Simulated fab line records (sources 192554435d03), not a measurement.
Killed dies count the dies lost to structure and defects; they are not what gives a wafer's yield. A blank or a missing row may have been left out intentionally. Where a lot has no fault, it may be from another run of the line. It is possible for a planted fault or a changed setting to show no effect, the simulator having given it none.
Split-lot experiment    flow n5-finfet    21 wafers read from 7 lots, route of 1938 steps

## SPLIT DETAILS
At N5_BEOL_M5_COAT_66 (time 60 s, resist thk 12 nm), the setting spin-rpm was moved away from the recipe's 1500 rpm on 6 of the 21 wafers read, by -10.3% to +5.4%. This setting was run at the recipe's value on the other wafers.

## FROM THE SPLIT TO THE READING: what the file shows between them, 9 steps
- N5_BEOL_M5_COAT_22: resist thk 30 nm (also split here: spin-rpm)
- N5_BEOL_M5_EBR_24
- N5_BEOL_M5_SOFTBAKE_23: time 60 s
- N5_BEOL_M5_EXPOSE_25: exposes mask V4, defocus 10 nm
- N5_BEOL_M5_PEB_26: peb time 60 s
- N5_BEOL_M5_DEVELOP_27: develop time 30 s
- N5_BEOL_M5_DESCUM_33: chemistry O2, time 7 s
- N5_BEOL_M5_ETCH_75: etches underlayer in N2/H2, target depth 6.5 nm, time 5.2 s
- N5_BEOL_M5_ETCH_67: etches SiARC in CF4, target depth 15.6 nm, time 26 s

## THE READING
SiARC_of_BEOL_M5_COAT_66.thk-nm (the simulator's own value, which no gauge read), in nm, at N5_BEOL_M5_ETCH_68 (etches SOC in N2/H2, target depth 80 nm, overetch 16 nm, time 120 s). There is no usual value for it anywhere in the file. Average 6.4 nm, standard deviation 0.13 nm, over the 15 wafers here run with the recipe.

wafer   tool, chamber at the split  spin-rpm as run, rpm  against the recipe  SiARC_of_BEOL_M5_COAT_66.thk-nm, nm  against lot-mates on the recipe
L079.1  litho-track-03, 0           1500                  recipe              6.4                                  -
L079.3  litho-track-03, 0           1500                  recipe              6.4                                  -
L079.6  litho-track-03, 0           1346                  -10.3%              7                                    +0.6
L080.1  litho-track-05, 0           1500                  recipe              6.6                                  -
L080.5  litho-track-05, 0           1500                  recipe              6.6                                  -
L080.3  litho-track-05, 0           1500                  recipe              6.4                                  -
L090.2  litho-track-04, 0           1500                  recipe              6.2                                  -
L090.3  litho-track-04, 0           1350                  -10.0%              7                                    +0.8
L090.4  litho-track-04, 0           1350                  -10.0%              7                                    +0.8
L093.1  litho-track-03, 0           1500                  recipe              6.4                                  -
L093.4  litho-track-03, 0           1500                  recipe              6.4                                  -
L093.2  litho-track-03, 0           1500                  recipe              6.2                                  -
L095.3  litho-track-03, 0           1365                  -9.0%               7                                    +0.5
L095.5  litho-track-03, 0           1500                  recipe              6.4                                  -
L095.6  litho-track-03, 0           1500                  recipe              6.6                                  -
L096.1  litho-track-04, 0           1500                  recipe              6.4                                  -
L096.3  litho-track-04, 0           1500                  recipe              6.4                                  -
L096.5  litho-track-04, 0           1500                  recipe              6.2                                  -
L097.3  litho-track-03, 0           1581                  +5.4%               6                                    -0.4
L097.5  litho-track-03, 0           1581                  +5.4%               6                                    -0.4
L097.6  litho-track-03, 0           1500                  recipe              6.4                                  -

FIT RESULTS
A straight line over all 21 wafers: SiARC_of_BEOL_M5_COAT_66.thk-nm changes by -0.0633 nm for each +1% of spin-rpm; r = -0.93; the points scatter about the line by 0.11 nm.
The same after taking each lot's own level away (the mean of its wafers on the recipe; 21 wafers): -0.0699 nm for each +1%; r = -0.96; scatter 0.089 nm.
On that fit, the largest move of spin-rpm shifts the reading by 0.72 nm.
From 6.20 to 6.53 nm: that is the span of the lots' own levels, equal to 2.6 times the standard deviation above.
So the lot-to-lot level changes the slope little: the two slopes agree.
Check: +0.75 nm against its lot-mates is what the line predicts for one of the wafers moved furthest among these (-10.3%) when that wafer is left out of the fit. It came out at +0.6 nm against them.

## FURTHER SPLITS ON THESE WAFERS
Note: prior to the reading, these wafers also went through further splits. Each is held against what the fit with the lots' levels taken away leaves over:
other split on the same wafers  wafers away from the commonest value  r with SiARC_of_BEOL_M5_COAT_66.thk-nm (lot level and that fit taken away)
N5_BEOL_M4_DESCUM_33 time-s     7                                     -0.31
N5_BEOL_M4_ALD_98 temp-c        9                                     +0.02
N5_BEOL_M5_COAT_22 spin-rpm     10                                    +0.24

## THE WHOLE CHAIN: every reading that the file lists as answering this split, in the file's order
step                what it does                                                         reading                                                                             change (the file's fit)                                                                  r (the file's)
N5_BEOL_M5_COAT_66  time 60 s, resist thk 12 nm                                          SiARC_of_BEOL_M5_COAT_66.thk-nm (the simulator's own value, which no gauge read)    -0.0625 nm for each +1% of the setting                                                   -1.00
N5_BEOL_M5_ETCH_67  etches SiARC in CF4, target depth 15.6 nm, time 26 s                 etch-rf-on-time-s                                                                   withheld for each +1% of the setting                                                     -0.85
N5_BEOL_M5_ETCH_67  etches SiARC in CF4, target depth 15.6 nm, time 26 s                 etch.depth-nm (the simulator's own value, which no gauge read)                      -0.0629 nm for each +1% of the setting                                                   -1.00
N5_BEOL_M5_ETCH_68  etches SOC in N2/H2, target depth 80 nm, overetch 16 nm, time 120 s  SiARC_of_BEOL_M5_COAT_66.thk-nm (the simulator's own value, which no gauge read)    -0.066 nm for each +1% of the setting                                                    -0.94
N5_BEOL_M5_ETCH_67  etches SiARC in CF4, target depth 15.6 nm, time 26 s                 CAR-EUV_of_BEOL_M5_COAT_22.thk-nm (the simulator's own value, which no gauge read)  +0.0509 nm for each +1% of the setting, in a fit together with spin-rpm@BEOL_M5_COAT_22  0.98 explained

## FILE'S OWN FIT
SiARC_of_BEOL_M5_COAT_66.thk-nm changes by -0.066 nm for each +1% of spin-rpm, r = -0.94.
